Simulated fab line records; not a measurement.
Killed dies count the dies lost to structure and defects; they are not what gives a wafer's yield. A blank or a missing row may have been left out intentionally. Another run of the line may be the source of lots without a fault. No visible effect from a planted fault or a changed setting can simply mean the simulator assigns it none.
Matching of chambers    flow n5-finfet    4 sister chambers for N5_DUMMY_GATE_CMP_04 on cmp-01
The step polishes a-Si. 4 wafers are shown with their chamber, then 6 later ones without.

== EACH WAFER AND ITS CHAMBER ==
wafer   chamber  motor-current-A (A)
L089.1  3        9.5
L092.2  0        12.3
L093.3  2        9.5
L094.1  1        10.1

== WAFERS WITHOUT THEIR CHAMBER ==
wafer   motor-current-A (A)
L094.2  9.5
L096.1  9.1
L096.3  10.3
L096.4  11.9
L097.1  9.6
L097.3  9.1

== EACH ONE'S CHAMBER ==
wafer   from the rows above           in truth
L094.2  can't be placed: 2 or 3       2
L096.1  can't be placed: 2 or 3       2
L096.3  1                             1
L096.4  0                             0
L097.1  can't be placed: 2 or 3 or 1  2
L097.3  can't be placed: 2 or 3       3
Correct placement for 2 of the 6. These rows do not allow placing 4 (true chamber among the candidates in 4). Number placed wrongly: 0.
How it was worked out, from the rows above alone: a wafer's distance from a chamber is the root of the sum, over the readings, of the square of ((its reading less the chamber's mean) divided by the reading's scatter). If the next closest chamber is less than 2 further off than the closest, the wafer can't be placed; otherwise it belongs to the closest. The mean given for a chamber averages the wafers shown for that chamber. The scatter: with one shown wafer a chamber, the root of the mean of the squares of how far each hidden wafer lies from its nearest shown one.
